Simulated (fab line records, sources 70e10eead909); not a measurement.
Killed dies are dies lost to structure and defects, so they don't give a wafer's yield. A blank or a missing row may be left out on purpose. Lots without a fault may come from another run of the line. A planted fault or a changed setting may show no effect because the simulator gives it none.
fab line records | flow nand_harc
record lots=12 wafers=36 last_day=33
route steps=1302 shown A_WL_FILL@954 A_CONTACT@983 END@1302
lots that met no fault: from a run of the same line without faults
start_h: hours from the record's first day to the start of the lot's first wafer shown | wait_h: hours since the lot's step before | " the same as in the row above | L1.1+2: a row that stands for several wafers | - no value, or no start given | * or withheld: withheld | < > ~ a bound
route shown NAME@n: a module of which the file shows steps, and the number in the route of the first | usual: mean/standard deviation of fault-free wafers | same: alike in all rows | chamber/n: place in a boat | sites: the reading at each site | _std_site: their standard deviation | _edge_site: outer sites' mean less inner sites' | radius_mm: how far each site lies from the wafer's centre | mask NAME#n: copy n | behind: the tool/chamber that last shaped the wafer | hold: why the lot was held/for how many hours/how that ended | device: the transistor (n, p or np) that didn't switch | end of line: the same wafers' tests at the end of the route | a step without rows: its recipe alone | killed: dies lost to structure and defects at the first sort, not the wafer's yield | map: a wafer's dies, x killed, . not, _ none there
set.NAME: the setting as run; set.NAME@STEP: as run at that earlier step | model.NAME: the simulator's own value behind a step, which no gauge read
steps of the route over a sample of lots; a table a step, a row a wafer
services: from which hour (start_h, from the record's first day; less than 0 if before it) a tool's chamber was out of use, for how many hours, and why
## steps
# step NHARC_A_WL_FILL_ALD_02
# recipe target_thk_a=20 pulse_time_s=3 ald_cycles=100 temp_c=450 material=TiN
# usual heater_power_outer_w=690/75 heater_power_w=1074/120 precursor_pulse_height_rel=1.003/0.019
# columns lot.wafer tool chamber start_h wait_h heater_power_outer_w heater_power_w precursor_pulse_height_rel
L193.1 ald_metal-04 3 468.28 0.3 722 1076 1.003
L193.2 " 0 " " 669 925 0.965
L193.6 " 2 " " 721 1087 1.032
L195.2 ald_metal-03 3 480.05 0.2 621 974 0.995
L195.1 " 0 " " 700 1077 0.972
L195.3 " 1 " " 581 892 1.030
L196.2 ald_metal-02 3 484.72 0.2 689 1080 1.030
L196.1 " 0 " " 544 921 1.034
L196.6 " 3 " " 699 1108 0.975
L199.2 ald_metal-02 0 514.05 0.2 530 936 1.002
L199.1 " 1 " " 692 1104 1.016
L199.4 " 3 " " 704 1120 0.972
L197.3 ald_metal-04 3 514.12 0.2 710 1098 1.012
L197.2 " 0 " " 637 906 0.991
L197.5 " 1 " " 772 1214 1.009
L201.1 ald_metal-02 1 545.70 0.2 729 1108 1.007
L201.3 " 3 " " 713 1110 0.996
L201.6 " 1 " " 689 1107 1.045
L204.2 ald_metal-04 0 583.43 0.2 636 936 0.985
L204.3 " 1 " " 762 1187 0.990
L204.5 " 3 " " 736 1078 1.011
L202.2 ald_metal-02 0 583.46 0.2 533 953 1.021
L202.1 " 2 " " 845 1375 1.042
L202.3 " 3 " " 676 1109 0.991
L208.3 ald_metal-03 2 615.64 0.2 635 1004 1.017
L208.6 " 1 " " 627 932 1.021
L208.5 " 2 " " 654 1056 1.005
L205.2 ald_metal-04 1 615.73 0.3 781 1190 0.981
L205.5 " 2 " " 716 1081 1.001
L205.6 " 3 " " 737 1099 1.013
L214.4 ald_metal-02 2 686.49 0.1 827 1309 1.062
L214.3 " 3 " " 689 1095 1.018
L214.1 " 0 " " 569 933 0.982
L212.4 ald_metal-03 1 690.40 0.1 629 962 1.035
L212.3 " 2 " " 652 1073 1.015
L212.1 " 0 " " 695 995 0.996
# step NHARC_A_WL_FILL_CVD_03
# recipe target_thk_a=400 temp_c=300 pressure_torr=40 wf6_flow_sccm=40 h2_flow_sccm=1600 ar_flow_sccm=1560 time_s=279 material=W
# usual heater_power_outer_w=283/14 heater_power_w=488/22 mfc_ar_sccm=1561/4.7 throttle_valve_pct=7.89/0.21
# columns lot.wafer tool chamber start_h wait_h heater_power_outer_w heater_power_w mfc_ar_sccm throttle_valve_pct
L193.2 cvd_w-01 1 468.64 0.1 276 492 1557 7.75
L193.1 " 0 " " 290 495 1564 8.10
L193.6 " 1 " " 284 487 1553 7.37
L195.2 cvd_w-02 0 480.45 0.1 315 512 1556 7.90
L195.1 " 1 " " 265 449 1557 7.94
L195.3 " 0 " " 307 523 1557 7.84
L196.1 cvd_w-02 0 485.12 0.1 309 524 1562 7.67
L196.2 " 1 " " 269 447 1561 7.72
L196.6 " 0 " " 314 524 1572 7.72
L197.2 cvd_w-02 0 514.48 0.1 306 517 1553 7.89
L197.3 " 1 " " 273 451 1562 7.96
L197.5 " 1 " " 261 445 1564 8.05
L199.2 cvd_w-01 0 514.66 0.2 293 507 1561 8.11
L199.1 " 1 " " 276 498 1550 7.69
L199.4 " 1 " " 279 504 1553 7.54
L201.1 cvd_w-01 1 546.14 0.1 284 484 1566 7.75
L201.3 " 0 " " 290 493 1558 8.02
L201.6 " 1 " " 279 488 1559 7.54
L204.2 cvd_w-02 0 583.79 0.1 309 529 1558 7.83
L204.3 " 1 " " 267 464 1561 8.01
L204.5 " 0 " " 312 538 1560 7.85
L202.1 cvd_w-01 1 583.89 0.1 281 471 1557 7.72
L202.2 " 0 " " 273 488 1565 8.31
L202.3 " 1 " " 277 471 1568 7.72
L205.2 cvd_w-01 0 616.06 0.1 273 485 1561 8.03
L205.6 " 0 " " 279 489 1548 8.03
L205.5 " 1 " " 276 465 1565 7.83
L208.3 cvd_w-02 0 616.15 0.2 303 520 1557 7.83
L208.6 " 0 " " 313 509 1567 8.06
L208.5 " 1 " " 267 468 1563 7.94
L214.1 cvd_w-01 0 686.98 0.1 279 484 1564 8.07
L214.3 " 1 " " 272 473 1560 7.65
L214.4 " 0 " " 280 500 1561 7.93
L212.1 cvd_w-02 1 690.84 0.1 278 474 1567 8.26
L212.3 " 1 " " 285 483 1557 8.24
L212.4 " 0 " " 292 504 1562 7.86
# step NHARC_A_WL_FILL_ETCHBACK_05
# recipe target_depth_a=220 time_s=60 temp_c=40 chemistry=Cl2/BCl3
# usual drypump_motor_current_A=5.7/0.33 oes_product_au=0.996/0.0059
# columns lot.wafer tool chamber start_h wait_h drypump_motor_current_A oes_product_au rf_hours_counter_h
L193.2 rie_metal-02 1 469.26 0.2 6.0 1.001 0.1
L193.1 " 0 " " 6.0 0.991 0.1
L193.6 " 1 " " 6.0 0.996 -
L195.1 rie_metal-03 0 481.06 0.2 5.5 0.992 2.2
L195.2 " 1 " " 5.2 1.001 2.2
L195.3 " 0 " " 5.5 0.997 -
L196.2 rie_metal-01 0 485.73 0.2 6.1 0.993 1.4
L196.1 " 1 " " 5.7 0.991 1.4
L196.6 " 0 " " 6.1 0.996 -
L197.2 rie_metal-03 1 515.10 0.2 5.2 0.993 2.8
L197.3 " 0 " " 5.5 0.983 -
L197.5 " 0 " " 5.5 0.993 -
L199.2 rie_metal-02 0 515.27 0.2 6.0 1.000 1.2
L199.1 " 1 " " 6.0 0.996 1.2
L199.4 " 0 " " 6.0 0.999 -
L201.1 rie_metal-02 1 546.75 0.2 6.0 0.999 1.5
L201.3 " 0 " " 6.0 1.001 -
L201.6 " 1 " " 6.0 1.001 -
L204.2 rie_metal-01 0 584.40 0.2 6.1 1.009 0.1
L204.3 " 1 " " 5.7 0.992 -
L204.5 " 1 " " 5.7 1.003 -
L202.2 rie_metal-03 1 584.53 0.2 5.2 0.996 0.9
L202.1 " 0 " " 5.5 0.998 0.9
L202.3 " 0 " " 5.5 0.995 -
L208.3 rie_metal-02 1 616.69 0.1 6.0 0.995 -
L208.6 " 1 " " 6.0 0.995 -
L208.5 " 0 " " 6.0 0.994 -
L205.2 rie_metal-01 1 616.70 0.2 5.7 0.993 0.7
L205.6 " 1 " " 5.6 0.994 -
L205.5 " 0 " " 6.1 0.997 -
L214.1 rie_metal-01 0 687.55 0.2 6.1 0.990 1.8
L214.3 " 0 " " 6.1 0.995 -
L214.4 " 1 " " 5.7 1.002 -
L212.1 rie_metal-02 1 691.47 0.2 6.0 1.002 0.7
L212.4 " 0 " " 6.0 1.002 -
L212.3 " 1 " " 6.0 0.997 -
# step NHARC_A_CONTACT_DEP_24
# recipe target_thk_a=5000 temp_c=400 pressure_torr=6.5 rf_w=900 teos_flow_sccm=161.4 flow_sccm=2650 target_thk_nm=500 gas=O2 material=SiO2
# usual heater_power_outer_w=296/81 heater_power_w=564/87 mfc_precursor_sccm=161.4/0.5 throttle_valve_pct=16.3/0.54
# columns lot.wafer tool chamber start_h wait_h heater_power_outer_w heater_power_w mfc_precursor_sccm throttle_valve_pct
L193.1 pecvd-03 2 487.03 0.1 268 555 162.1 16.4
L193.2 " 0 " " 394 677 161.6 15.3
L193.6 " 0 " " 391 686 160.9 15.4
L195.3 pecvd-04 0 497.76 0.1 203 512 162.0 16.4
L195.1 " 1 " " 395 648 160.6 15.3
L195.2 " 2 " " 264 475 161.7 16.5
L196.1 pecvd-02 0 501.34 0.1 312 586 161.2 15.5
L196.2 " 2 " " 454 736 161.6 16.6
L196.6 " 2 " " 320 556 161.1 16.4
L197.3 pecvd-04 1 531.84 0.1 339 594 161.1 15.6
L197.2 " 2 " " 327 570 161.3 16.9
L197.5 " 2 " " 226 437 161.3 16.8
L199.1 pecvd-02 2 531.85 0.1 432 750 160.7 16.9
L199.2 " 0 " " 312 580 161.6 15.3
L199.4 " 2 " " 314 559 161.2 16.7
L201.1 pecvd-03 2 565.56 0.1 370 689 161.3 16.4
L201.3 " 0 " " 397 704 161.4 15.7
L201.6 " 1 " " 281 534 161.1 16.0
L202.2 pecvd-03 1 601.47 0.1 291 555 160.6 16.1
L202.3 " 2 " " 312 644 160.5 16.6
L202.1 " 0 " " 399 700 161.6 15.2
L204.2 pecvd-04 2 601.79 0.4 278 505 160.7 17.0
L204.3 " 0 " " 185 491 161.9 17.0
L204.5 " 2 " " 309 540 161.0 17.3
L205.2 pecvd-04 1 630.63 0.2 402 632 161.0 15.9
L205.5 " 0 " " 201 501 161.1 16.9
L205.6 " 1 " " 298 530 161.7 15.8
L208.3 pecvd-02 0 630.67 0.2 362 622 162.2 15.3
L208.5 " 1 " " 255 483 161.9 16.6
L208.6 " 2 " " 394 701 161.2 16.3
L214.1 pecvd-04 2 706.22 0.1 282 518 161.7 16.7
L214.3 " 0 " " 142 441 138.2 16.2
L214.4 " 1 " " 367 597 161.5 16.2
L212.1 pecvd-04 0 709.41 0.1 149 436 137.1 16.5
L212.3 " 2 " " 321 580 161.2 16.8
L212.4 " 0 " " 168 464 136.7 16.5
# step NHARC_END_SORT_01
# recipe temp_c=25
# usual killed_at_array=49/19 killed_at_other=0.9/1.1 killed_at_periphery=4.0/2.7 killed_dies=54/19 killed_open=3.3/1.8 killed_short=2.6/1.6
# same gross_dies=677
# columns lot.wafer tool chamber start_h wait_h killed_at_array killed_at_other killed_at_periphery killed_dies killed_open killed_short
L199.1 prober-01 0 607.23 2.5 86 0 5 91 4 4
L199.2 prober-01 0 608.03 2.8 65 1 0 66 1 3
L199.4 prober-01 0 609.65 3.4 85 0 3 88 2 5
L197.2 prober-01 0 615.86 2.8 19 0 1 20 2 2
L197.3 prober-01 0 616.66 3.1 33 0 5 38 8 5
L197.5 prober-01 0 618.26 3.7 18 0 3 21 4 1
# killed by level:class
L199.1 A_CHANNEL_HOLE_D2:chamber_film_flake=28 A_CHANNEL_HOLE_D1:chamber_film_flake=25 A_SLIT:chamber_film_flake=18 A_CONTACT:chamber_film_flake=6 P_ZERO_WELL:chamber_film_flake=4 A_CHANNEL_FILL_D2:geometric_particle:open=2 A_ONON_D1:geometric_particle:open=1 A_DECK1_JOINT:geometric_particle:short=1
L199.2 A_SLIT:chamber_film_flake=30 A_CHANNEL_HOLE_D1:chamber_film_flake=13 A_CHANNEL_HOLE_D2:chamber_film_flake=12 A_CONTACT:chamber_film_flake=7 A_DECK1_JOINT:geometric_particle:short=1 A_M0:geometric_particle:short=1 A_M1:geometric_particle:open=1 STARTING-WAFER:geometric_particle:short=1
L199.4 A_CHANNEL_HOLE_D1:chamber_film_flake=33 A_SLIT:chamber_film_flake=26 A_CHANNEL_HOLE_D2:chamber_film_flake=15 A_CONTACT:chamber_film_flake=5 P_ZERO_WELL:chamber_film_flake=2 P_M1:geometric_particle:short=1 A_SOURCE_PLATE:geometric_particle:short=1 A_CHANNEL_FILL_D1:geometric_particle:short=1
L197.2 A_CHANNEL_HOLE_D2:chamber_film_flake=8 A_STAIRCASE:chamber_film_flake=3 A_CONTACT:chamber_film_flake=2 A_ONON_D1:geometric_particle:short=1 A_CHANNEL_FILL_D1:geometric_particle:open=1 A_WL_FILL:geometric_particle:short=1 A_WL_FILL:geometric_particle:open=1 P_GATE:chamber_film_flake=1
L197.3 A_CHANNEL_HOLE_D2:chamber_film_flake=14 A_ONON_D1:geometric_particle:short=3 P_GATE:chamber_film_flake=3 A_CONTACT:chamber_film_flake=3 A_CHANNEL_HOLE_D1:chamber_film_flake=2 A_STAIRCASE:chamber_film_flake=2 P_GATE:geometric_particle:open=1 P_CONTACT:geometric_particle:open=1
L197.5 A_CHANNEL_HOLE_D2:chamber_film_flake=10 P_GATE:chamber_film_flake=2 A_CHANNEL_HOLE_D1:chamber_film_flake=2 A_CONTACT:chamber_film_flake=2 P_GATE:geometric_particle:open=1 A_CHANNEL_FILL_D1:geometric_particle:short=1 A_CHANNEL_HOLE_D2:geometric_particle:open=1 A_CHANNEL_FILL_D2:geometric_particle:open=1
## services
# columns tool chamber start_h hours kind
pecvd-04 - 450.28 13.0 pm
cvd_w-02 - 450.48 13.0 pm
ald_metal-02 - 451.58 0.9 repair
rie_metal-02 - 454.00 9.0 pm
ald_metal-04 - 474.00 10.0 pm
cvd_w-02 1 495.53 9.1 repair
cvd_w-01 1 501.31 2.9 repair
pecvd-04 - 532.95 0.4 repair
cvd_w-01 - 547.00 13.0 pm
cvd_w-02 - 547.04 0.5 repair
rie_metal-02 1 571.15 14.3 repair
pecvd-04 - 591.71 3.6 repair
pecvd-04 1 597.62 15.7 repair
pecvd-04 - 598.20 2.5 repair
ald_metal-02 - 610.00 10.0 pm
pecvd-04 2 627.26 4.0 repair
rie_metal-02 - 631.00 9.0 pm
pecvd-04 - 631.28 13.0 pm
cvd_w-02 - 631.48 13.0 pm
ald_metal-02 - 658.02 2.2 repair
cvd_w-02 1 678.32 3.6 repair
cvd_w-01 - 683.56 1.5 repair
rie_metal-02 1 685.44 3.0 repair
ald_metal-02 0 695.92 1.5 repair
## key
first_sign step=NHARC_A_CONTACT_DEP_24 reading=mfc_precursor_sccm direction=down sigmas=48 usual=161.4 struck=137.3
effect none on later readings
met_at NHARC_A_CONTACT_DEP_24
struck_lots L212,L214
struck_wafers L212.1,L212.4,L214.3
tester_left_out L212,L214
not_acting_at NHARC_A_WL_FILL_ALD_02,NHARC_A_WL_FILL_CVD_03,NHARC_A_WL_FILL_ETCHBACK_05
onset_between 630.63 706.22
fault kind=process_parameter_drift tool=pecvd-04 chamber=0 onset_h=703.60 steps=NHARC_A_CONTACT_DEP_24 channel=teos_flow_sccm offset=* shape=step end_h=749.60 acts_in=* stated=*
# tester_left_out: of these lots the tester's yield and bins aren't shown, on N5 and GAA mostly nor the transistor test; their killed dies are dies lost to structure and defects alone, not to doping, threshold or leakage, so they don't give the yield
